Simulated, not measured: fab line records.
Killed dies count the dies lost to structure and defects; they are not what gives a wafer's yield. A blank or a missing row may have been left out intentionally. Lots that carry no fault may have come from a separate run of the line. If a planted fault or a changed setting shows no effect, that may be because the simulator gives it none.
fab line records | flow nand-harc | part 1 of 2: steps 1 to 4 of 6
record: lots: 21 wafers: 63 last-day: 24
route steps=1159 shown A_STAIRCASE@596
lots with no fault: from the same line, run without faults
start-h: start of the lot's first displayed wafer, in hours after the record's first day | wait-h: hours elapsed since this lot's preceding step | " as in the row above | L1.1+2: a row that stands for several wafers | - no value, or no start given | * or withheld: withheld | < > ~ a bound
route shown NAME@n: a module of which the file shows steps, and the number in the route of the first | usual: average and standard deviation across the fault-free wafers | same: alike in all rows | chamber/n: place in a boat | sites: the reading at each site | _std_site: the values' standard deviation | _edge_site: mean of outer sites minus mean of inner sites | radius-mm: how far each site lies from the wafer's centre | mask NAME#n: copy n | behind: the tool/chamber that last shaped the wafer | hold: why the lot was held/for how many hours/how that ended | device: whichever transistor did not switch (one of n, p or np) | end of line: at the end of the route, the tests of the same wafers | a step given without rows: its recipe and nothing more | killed: count of dies lost to structure and defects at first sort (not the wafer's yield) | map: a wafer's dies, x killed, . not, _ none there
set.NAME: setting as actually run; set.NAME@STEP: the setting as run at that earlier step | model.NAME: the simulator's own value behind a step, which no gauge read
steps of the route over a sample of lots; a table a step, a row a wafer
services: the hour from which a tool's chamber was out of use, counted from the record's first day as start-h (under 0 if before that day), plus the number of hours and why
== steps ==
step: NHARC_A_STAIRCASE_TRIM_202
recipe: time-s: 211.2 o2-flow-sccm: 500 ar-flow-sccm: 0 bias-w: 0 chemistry: O2
usual: drypump-motor-current-A: 5.6/0.36 o2-flow-sccm: 499.8/1.6 oes-product-au: 1.000/0.007 rf-vpp-V: 57.6/0.94 showerhead-plenum-p-Torr: 3.48/0.16 throttle-valve-pct: 17.036/0.0098
columns lot.wafer tool chamber start-h wait-h drypump-motor-current-A o2-flow-sccm oes-product-au rf-hours-counter-h rf-vpp-V showerhead-plenum-p-Torr throttle-valve-pct
L075.2 rie-diel-07 3 - - 5.7 502.1 0.999 5 58.6 3.61 17.050
L075.4 " 0 " " 6.2 499.2 0.991 5 58.0 3.81 17.036
L075.6 " 2 " " 6.0 496.7 0.997 - 55.5 3.37 17.028
L077.2 rie-diel-02 0 - - 5.9 501.4 1.001 38 58.6 3.45 17.035
L077.1 " 2 " " 5.3 500.8 0.993 36 57.1 3.33 17.029
L077.5 " 1 " " 5.4 496.6 1.016 - 57.8 3.33 17.049
L079.3 rie-diel-02 1 - - 5.4 497.9 1.023 41 56.2 3.33 17.047
L079.1 " 3 " " 5.0 498.9 0.999 39 57.4 3.38 17.030
L079.6 " 0 " " 5.9 499.3 1.009 - 58.2 3.45 17.048
L080.3 rie-diel-07 1 - - 5.6 501.2 1.008 10 56.9 3.33 17.040
L080.2 " 2 " " 6.0 500.5 1.007 8 56.9 3.36 17.026
L080.6 " 3 " " 5.7 500.1 1.004 - 59.6 3.61 17.057
L078.3 rie-diel-02 0 - - 5.9 495.8 0.997 43 56.4 3.45 17.041
L078.2 " 3 " " 5.0 500.8 1.002 41 58.0 3.38 17.049
L078.4 " 3 " " 5.0 498.9 1.004 - 56.6 3.38 17.034
L081.3 rie-diel-03 3 - - 6.1 500.6 0.996 23 59.5 3.62 17.045
L081.4 " 0 " " 5.5 499.0 0.992 21 56.9 3.59 17.027
L081.2 " 2 " " 5.8 500.3 0.997 23 57.9 3.59 17.037
L083.2 rie-diel-02 1 - - 5.4 500.2 0.999 52 57.0 3.32 17.049
L083.1 " 2 " " 5.4 504.4 0.999 45 56.1 3.32 17.033
L083.5 " 3 " " 5.0 501.0 1.001 - 56.7 3.38 17.038
L082.1 rie-diel-03 1 - - 5.8 498.5 1.001 26 57.2 3.76 17.038
L082.6 " 0 " " 5.5 500.2 0.993 - 58.4 3.59 17.033
L082.5 " 1 " " 5.8 498.1 0.998 - 59.1 3.76 17.018
L084.3 rie-diel-02 0 - - 5.9 498.1 1.011 55 58.3 3.45 17.036
L084.6 " 3 " " 5.0 500.4 1.003 - 56.6 3.37 17.045
L084.5 " 0 " " 5.9 498.0 1.002 - 58.2 3.45 17.042
L085.1 rie-diel-02 2 - - 5.4 499.9 0.999 52 57.5 3.32 17.034
L085.4 " 0 " " 5.9 500.6 1.007 57 58.3 3.44 17.046
L085.6 " 2 " " 5.4 501.8 0.999 - 57.7 3.32 17.024
L086.1 rie-diel-03 3 - - 6.1 499.7 1.004 37 57.7 3.61 17.027
L086.2 " 0 " " 5.5 503.7 1.007 36 57.7 3.58 17.057
L086.4 " 1 " " 5.8 497.5 0.992 38 57.5 3.75 17.030
L087.1 rie-diel-02 3 - - 5.0 501.6 0.997 60 57.5 3.37 17.046
L087.4 " 0 " " 5.9 500.7 1.003 61 57.0 3.44 17.032
L087.5 " 3 " " 5.0 500.5 0.991 - 56.7 3.37 17.043
L088.4 rie-diel-07 3 - - 5.7 502.2 0.993 27 58.7 3.60 17.043
L088.2 " 0 " " 6.3 498.3 1.004 24 56.6 3.79 17.037
L088.5 " 2 " " 6.0 499.6 0.999 - 56.7 3.35 17.028
L090.1 rie-diel-07 2 - - 6.1 499.9 0.997 34 57.6 3.35 17.043
L090.3 " 0 " " 6.3 498.2 1.001 30 58.4 3.79 17.049
L090.5 " 2 " " 6.0 500.6 1.006 - 56.3 3.35 17.049
L089.1 rie-diel-03 1 - - 5.8 502.1 1.000 46 58.7 3.75 17.026
L089.4 " 3 " " 6.1 499.6 0.998 47 56.6 3.61 17.021
L089.5 " 0 " " 5.5 496.9 0.996 - 57.8 3.58 17.043
L092.3 rie-diel-02 0 - - 5.9 500.8 0.995 4 56.9 3.44 17.032
L092.2 " 1 " " 5.4 503.3 1.007 4 57.9 3.31 17.043
L092.6 " 0 " " 5.9 501.7 0.994 - 58.2 3.44 17.021
L094.3 rie-diel-07 0 - - 6.3 501.5 1.006 38 57.4 3.79 17.027
L094.2 " 2 " " 6.0 497.7 0.999 42 56.9 3.35 17.034
L094.4 " 3 " " 5.7 500.2 1.007 35 57.9 3.60 17.038
L095.3 rie-diel-07 2 - - 6.0 501.2 1.009 42 57.3 3.35 17.021
L095.2 " 3 " " 5.7 499.2 1.000 36 58.3 3.60 17.049
L095.1 " 0 " " 6.2 502.4 0.995 39 59.2 3.79 17.030
L093.3 rie-diel-03 3 - - 6.1 498.6 1.009 59 57.7 3.60 17.034
L093.1 " 2 " " 5.7 501.0 1.006 55 57.2 3.58 17.031
L093.4 " 2 " " 5.8 501.6 1.012 - 58.6 3.58 17.019
L096.2 rie-diel-02 1 - - 5.4 499.3 1.010 16 57.0 3.31 17.027
L096.6 " 2 " " 5.4 499.0 0.994 - 57.3 3.31 17.046
L096.5 " 3 " " 5.0 498.9 0.997 - 57.1 3.36 17.037
L097.1 rie-diel-02 2 - - 5.3 499.2 0.982 16 57.5 3.31 17.034
L097.3 " 3 " " 5.0 501.2 0.998 17 59.1 3.36 17.046
L097.5 " 2 " " 5.3 497.0 0.995 - 56.0 3.31 17.044
step: NHARC_A_STAIRCASE_TRIM_222
recipe: time-s: 211.2 o2-flow-sccm: 500 ar-flow-sccm: 0 bias-w: 0 chemistry: O2
usual: drypump-motor-current-A: 5.7/0.32 o2-flow-sccm: 500.2/1.4 oes-product-au: 0.999/0.007 rf-vpp-V: 57.8/0.95 showerhead-plenum-p-Torr: 3.52/0.16 throttle-valve-pct: 17.037/0.0091
columns lot.wafer tool chamber start-h wait-h drypump-motor-current-A o2-flow-sccm oes-product-au rf-hours-counter-h rf-vpp-V showerhead-plenum-p-Torr throttle-valve-pct
L077.2 rie-diel-07 0 - - 6.3 501.9 1.006 6 58.4 3.80 17.037
L077.1 " 2 " " 6.0 500.4 0.997 7 56.7 3.36 17.047
L077.5 " 1 " " 5.6 501.1 0.997 - 59.9 3.33 17.037
L075.2 rie-diel-03 1 - - 5.8 501.0 0.989 13 58.0 3.77 17.029
L075.4 " 2 " " 5.7 501.1 1.001 14 58.3 3.60 17.059
L075.6 " 0 " " 5.5 499.3 0.998 - 56.5 3.60 17.037
L079.1 rie-diel-07 1 - - 5.6 500.6 0.987 10 58.4 3.33 17.033
L079.3 " 3 " " 5.7 498.3 1.001 8 58.1 3.61 17.042
L079.6 " 1 " " 5.5 500.2 0.990 - 56.8 3.33 17.041
L080.3 rie-diel-03 2 - - 5.8 501.9 1.001 16 56.0 3.60 17.043
L080.2 " 0 " " 5.5 500.8 0.998 12 58.8 3.60 17.043
L080.6 " 2 " " 5.8 499.4 0.999 - 58.5 3.60 17.038
L078.3 rie-diel-03 3 - - 6.0 498.8 1.008 19 58.3 3.62 17.025
L078.4 " 0 " " 5.5 501.9 1.015 16 57.8 3.59 17.036
L078.2 " 2 " " 5.8 501.8 1.018 19 57.1 3.60 17.036
L081.3 rie-diel-02 3 - - 5.0 498.4 0.999 48 58.1 3.38 17.048
L081.2 " 0 " " 5.9 499.0 0.996 49 57.4 3.45 17.030
L081.4 " 1 " " 5.4 500.0 1.021 50 57.3 3.33 17.040
L083.2 rie-diel-02 0 - - 5.9 499.8 0.994 52 59.0 3.45 17.038
L083.1 " 1 " " 5.4 500.0 0.997 53 57.6 3.32 17.031
L083.5 " 2 " " 5.4 499.0 0.994 - 56.7 3.32 17.033
L082.1 rie-diel-03 0 - - 5.5 503.2 0.996 25 58.5 3.59 17.037
L082.6 " 3 " " 6.1 499.3 0.990 - 57.3 3.62 17.054
L082.5 " 0 " " 5.5 502.0 0.985 - 58.9 3.59 17.020
L084.3 rie-diel-07 0 - - 6.2 496.9 1.003 18 58.7 3.80 17.041
L084.5 " 1 " " 5.5 499.5 1.000 - 57.7 3.32 17.037
L084.6 " 2 " " 6.0 501.9 1.004 - 56.1 3.36 17.026
L085.4 rie-diel-02 0 - - 5.9 497.7 0.993 59 57.2 3.44 17.047
L085.1 " 1 " " 5.5 499.2 1.011 61 57.8 3.32 17.034
L085.6 " 3 " " 5.0 501.7 0.992 - 57.8 3.37 17.034
L086.4 rie-diel-03 3 - - 6.0 500.8 0.997 40 59.6 3.61 17.033
L086.2 " 0 " " 5.5 500.8 1.003 37 57.6 3.58 17.048
L086.1 " 1 " " 5.8 501.8 0.994 39 57.4 3.75 17.028
L087.1 rie-diel-02 1 - - 5.4 500.9 1.010 64 57.4 3.32 17.017
L087.4 " 0 " " 5.9 501.6 1.004 62 57.1 3.44 17.041
L087.5 " 2 " " 5.4 500.0 0.990 - 57.0 3.32 17.031
L088.2 rie-diel-02 2 - - 5.4 501.2 1.002 58 56.9 3.31 17.038
L088.4 " 3 " " 5.0 497.2 1.001 62 56.2 3.37 17.037
L088.5 " 1 " " 5.4 499.1 1.009 - 56.8 3.32 17.024
L090.3 rie-diel-02 1 - - 5.4 502.4 1.012 0 55.8 3.32 17.030
L090.1 " 3 " " 5.0 500.1 1.011 0 57.8 3.37 17.044
L090.5 " 1 " " 5.4 498.3 1.000 - 55.7 3.32 17.041
L089.1 rie-diel-03 1 - - 5.8 501.7 0.998 47 58.2 3.75 17.035
L089.5 " 1 " " 5.8 502.2 0.998 - 58.5 3.75 17.026
L089.4 " 0 " " 5.5 502.0 0.999 - 57.4 3.58 17.036
L092.2 rie-diel-03 3 - - 6.1 500.5 0.995 51 57.0 3.61 17.050
L092.3 " 0 " " 5.5 501.5 0.987 49 57.0 3.58 17.032
L092.6 " 0 " " 5.5 500.0 0.992 - 56.4 3.58 17.030
L094.2 rie-diel-03 0 - - 5.5 499.1 0.985 54 58.7 3.57 17.028
L094.3 " 1 " " 5.8 498.0 0.994 57 59.5 3.74 17.044
L094.4 " 2 " " 5.7 502.0 0.999 52 57.1 3.58 17.037
L095.1 rie-diel-07 2 - - 6.1 500.4 1.011 45 57.9 3.34 17.056
L095.3 " 0 " " 6.3 499.9 0.997 40 58.8 3.78 17.032
L095.2 " 1 " " 5.6 499.5 0.979 44 57.8 3.31 17.042
L093.4 rie-diel-03 1 - - 5.8 500.9 0.997 62 59.6 3.74 17.029
L093.1 " 2 " " 5.7 499.2 1.004 56 58.9 3.57 17.052
L093.3 " 0 " " 5.5 501.5 0.993 59 56.8 3.57 17.027
L096.2 rie-diel-02 3 - - 5.0 498.8 0.999 16 56.0 3.36 17.030
L096.6 " 1 " " 5.4 499.7 1.006 - 57.5 3.31 17.034
L096.5 " 2 " " 5.4 501.2 0.986 - 56.3 3.31 17.037
L097.3 rie-diel-07 1 - - 5.6 501.2 0.987 52 58.4 3.31 17.032
L097.1 " 2 " " 6.0 499.3 1.005 48 57.6 3.34 17.030
L097.5 " 1 " " 5.6 498.6 0.994 - 57.1 3.31 17.046
step: NHARC_A_STAIRCASE_ETCH_232
recipe: target-depth-a: 1000 time-s: 40.5 ion-energy-ev: 400 c4f8-flow-sccm: 20 o2-flow-sccm: 10 ar-flow-sccm: withheld rf-w: 600 bias-w: 1000 chemistry: C4F8/O2
usual: oes-product-au: 0.941/0.011 rf-vpp-V: 894/6.2
columns lot.wafer tool chamber start-h wait-h oes-product-au rf-hours-counter-h rf-vpp-V
L075.2 rie-diel-03 1 - - 0.946 13 902
L075.4 " 2 " " 0.945 15 898
L075.6 " 1 " " 0.948 - 905
L077.2 rie-diel-07 0 - - 0.953 6 905
L077.1 " 3 " " 0.939 7 900
L077.5 " 1 " " 0.944 - 890
L080.2 rie-diel-02 0 - - 0.936 42 893
L080.3 " 1 " " 0.935 42 887
L080.6 " 1 " " 0.946 - 889
L079.1 rie-diel-02 0 - - 0.937 42 893
L079.3 " 3 " " 0.940 40 891
L079.6 " 3 " " 0.932 - 891
L078.3 rie-diel-07 3 - - 0.919 12 899
L078.4 " 1 " " 0.931 14 887
L078.2 " 2 " " 0.935 14 889
L081.4 rie-diel-02 3 - - 0.941 48 890
L081.2 " 1 " " 0.946 51 889
L081.3 " 2 " " 0.935 43 888
L083.1 rie-diel-02 1 - - 0.972 54 889
L083.2 " 2 " " 0.960 48 888
L083.5 " 1 " " 0.979 - 889
L082.1 rie-diel-03 1 - - 0.954 29 904
L082.5 " 2 " " 0.954 - 897
L082.6 " 3 " " 0.946 - 899
L084.3 rie-diel-07 3 - - 0.941 19 899
L084.5 " 0 " " 0.938 - 906
L084.6 " 1 " " 0.947 - 888
L085.4 rie-diel-02 2 - - 0.934 54 889
L085.1 " 1 " " 0.948 61 890
L085.6 " 2 " " 0.935 - 888
L086.4 rie-diel-02 1 - - 0.959 63 888
L086.1 " 2 " " 0.937 57 888
L086.2 " 0 " " 0.964 62 891
L087.1 rie-diel-07 1 - - 0.934 27 889
L087.4 " 1 " " 0.929 - 888
L087.5 " 2 " " 0.940 - 888
L088.2 rie-diel-02 3 - - 0.930 63 890
L088.4 " 0 " " 0.960 63 894
L088.5 " 3 " " 0.933 - 891
L090.1 rie-diel-02 3 - - 0.936 1 889
L090.3 " 1 " " 0.933 1 889
L090.5 " 0 " " 0.929 - 893
L089.1 rie-diel-03 1 - - 0.931 48 905
L089.5 " 1 " " 0.941 - 904
L089.4 " 3 " " 0.940 - 898
L092.3 rie-diel-02 1 - - 0.945 5 889
L092.2 " 3 " " 0.953 5 891
L092.6 " 1 " " 0.940 - 889
L094.3 rie-diel-02 0 - - 0.940 12 893
L094.4 " 2 " " 0.921 10 888
L094.2 " 3 " " 0.932 10 889
L095.2 rie-diel-02 3 - - 0.926 11 890
L095.3 " 0 " " 0.913 13 893
L095.1 " 1 " " 0.919 12 887
L093.4 rie-diel-03 1 - - 0.924 63 904
L093.3 " 2 " " 0.930 58 895
L093.1 " 0 " " 0.928 61 898
L096.2 rie-diel-07 2 - - 0.953 47 890
L096.5 " 2 " " 0.950 - 890
L096.6 " 3 " " 0.947 - 898
L097.3 rie-diel-07 2 - - 0.943 48 888
L097.1 " 0 " " 0.944 49 906
L097.5 " 2 " " 0.952 - 891
step: NHARC_A_STAIRCASE_TRIM_235
recipe: time-s: 211.2 o2-flow-sccm: 500 ar-flow-sccm: 0 bias-w: 0 chemistry: O2
usual: drypump-motor-current-A: 5.7/0.37 o2-flow-sccm: 500.0/1.6 oes-product-au: 0.999/0.008 rf-vpp-V: 57.6/1 showerhead-plenum-p-Torr: 3.46/0.17 throttle-valve-pct: 17.037/0.0092
columns lot.wafer tool chamber start-h wait-h drypump-motor-current-A o2-flow-sccm oes-product-au rf-hours-counter-h rf-vpp-V showerhead-plenum-p-Torr throttle-valve-pct
L075.4 rie-diel-03 1 - - 5.8 499.6 0.989 13 58.3 3.77 17.025
L075.2 " 3 " " 6.1 498.8 0.998 15 57.7 3.63 17.023
L075.6 " 2 " " 5.8 500.2 0.993 - 57.5 3.60 17.047
L077.2 rie-diel-07 2 - - 6.0 498.8 1.003 8 56.5 3.36 17.042
L077.1 " 1 " " 5.6 497.9 0.995 9 56.7 3.33 17.034
L077.5 " 2 " " 6.0 499.4 1.004 - 56.9 3.36 17.027
L080.2 rie-diel-02 1 - - 5.4 499.7 1.007 42 57.8 3.33 17.027
L080.3 " 0 " " 5.9 503.3 1.003 42 58.0 3.45 17.027
L080.6 " 1 " " 5.4 500.7 1.005 - 57.4 3.33 17.050
L079.1 rie-diel-02 1 - - 5.4 498.2 1.008 43 57.0 3.33 17.034
L079.3 " 3 " " 5.0 500.3 0.998 41 57.4 3.38 17.035
L079.6 " 1 " " 5.4 498.1 1.007 - 57.5 3.33 17.022
L078.4 rie-diel-07 2 - - 6.1 501.1 0.995 14 58.2 3.36 17.036
L078.3 " 3 " " 5.7 502.1 1.002 12 58.1 3.61 17.037
L078.2 " 0 " " 6.2 500.6 0.995 11 58.4 3.80 17.028
L081.3 rie-diel-02 3 - - 5.0 499.1 0.997 49 56.3 3.38 17.044
L081.2 " 0 " " 5.9 499.1 1.006 50 58.0 3.45 17.041
L081.4 " 1 " " 5.4 497.9 1.003 51 57.6 3.32 17.045
L083.1 rie-diel-02 0 - - 5.9 501.2 1.001 53 58.0 3.45 17.027
L083.2 " 2 " " 5.4 499.2 0.997 49 56.9 3.32 17.044
L083.5 " 1 " " 5.4 500.0 1.016 - 59.0 3.32 17.048
L082.1 rie-diel-03 0 - - 5.5 498.7 0.997 27 57.3 3.59 17.035
L082.6 " 0 " " 5.5 500.6 0.982 - 56.4 3.59 17.040
L082.5 " 1 " " 5.8 499.3 1.003 - 57.6 3.76 17.028
L084.3 rie-diel-07 3 - - 5.7 498.2 0.990 19 56.6 3.61 17.028
L084.5 " 2 " " 6.0 499.0 1.012 - 57.0 3.36 17.023
L084.6 " 3 " " 5.7 498.5 0.994 - 58.9 3.61 17.040
L085.4 rie-diel-02 2 - - 5.4 502.1 1.004 55 57.2 3.32 17.039
L085.1 " 3 " " 5.0 500.6 0.991 59 56.1 3.37 17.032
L085.6 " 3 " " 5.0 501.3 0.993 - 57.5 3.37 17.046
L086.2 rie-diel-02 0 - - 5.9 499.3 1.002 62 58.5 3.44 17.039
L086.1 " 2 " " 5.4 498.8 1.008 57 57.8 3.32 17.044
L086.4 " 3 " " 5.0 499.0 0.992 61 56.3 3.37 17.023
L087.1 rie-diel-07 0 - - 6.2 497.3 0.999 25 58.5 3.79 17.038
L087.4 " 0 " " 6.2 498.5 0.996 - 58.5 3.79 17.032
L087.5 " 1 " " 5.5 497.2 0.996 - 58.2 3.32 17.026
L088.4 rie-diel-02 2 - - 5.4 501.4 1.004 59 57.9 3.31 17.044
L088.2 " 0 " " 5.9 501.0 1.005 64 56.6 3.44 17.033
L088.5 " 2 " " 5.4 506.2 1.016 - 59.4 3.31 17.040
L090.3 rie-diel-02 1 - - 5.4 499.7 0.999 1 56.9 3.32 17.045
L090.1 " 3 " " 5.0 501.6 0.991 1 57.3 3.37 17.044
L090.5 " 0 " " 5.9 499.8 1.009 - 57.0 3.44 17.034
L089.1 rie-diel-03 1 - - 5.8 499.7 1.002 48 59.6 3.75 17.038
L089.5 " 3 " " 6.1 499.9 1.001 - 58.5 3.61 17.041
L089.4 " 0 " " 5.5 499.6 0.993 - 57.9 3.58 17.023
L092.2 rie-diel-02 3 - - 5.0 501.4 0.984 5 57.6 3.37 17.027
L092.3 " 0 " " 5.9 499.3 0.988 6 57.4 3.44 17.024
L092.6 " 2 " " 5.4 498.5 0.986 - 58.2 3.31 17.050
L094.4 rie-diel-02 3 - - 5.0 500.1 0.997 10 56.5 3.36 17.034
L094.2 " 0 " " 5.9 499.8 0.988 12 56.9 3.43 17.039
L094.3 " 1 " " 5.4 499.6 1.005 12 57.8 3.31 17.049
L095.3 rie-diel-02 1 - - 5.4 501.6 0.996 13 57.1 3.31 17.022
L095.1 " 2 " " 5.4 498.7 0.985 11 57.2 3.31 17.035
L095.2 " 0 " " 6.0 501.9 0.997 13 57.6 3.43 17.032
L093.3 rie-diel-03 1 - - 5.8 500.6 0.997 63 59.3 3.74 17.021
L093.4 " 2 " " 5.8 500.5 1.025 59 58.3 3.57 17.031
L093.1 " 0 " " 5.5 500.1 0.994 61 57.2 3.57 17.033
L096.2 rie-diel-07 3 - - 5.7 500.9 0.998 44 58.8 3.59 17.037
L096.6 " 0 " " 6.2 499.5 0.991 - 59.2 3.78 17.039
L096.5 " 1 " " 5.6 498.9 0.985 - 56.4 3.31 17.037
L097.1 rie-diel-07 2 - - 6.1 500.1 1.006 48 57.6 3.34 17.035
L097.3 " 3 " " 5.7 498.8 1.004 45 57.4 3.59 17.033
L097.5 " 3 " " 5.7 499.8 0.997 - 58.2 3.59 17.064
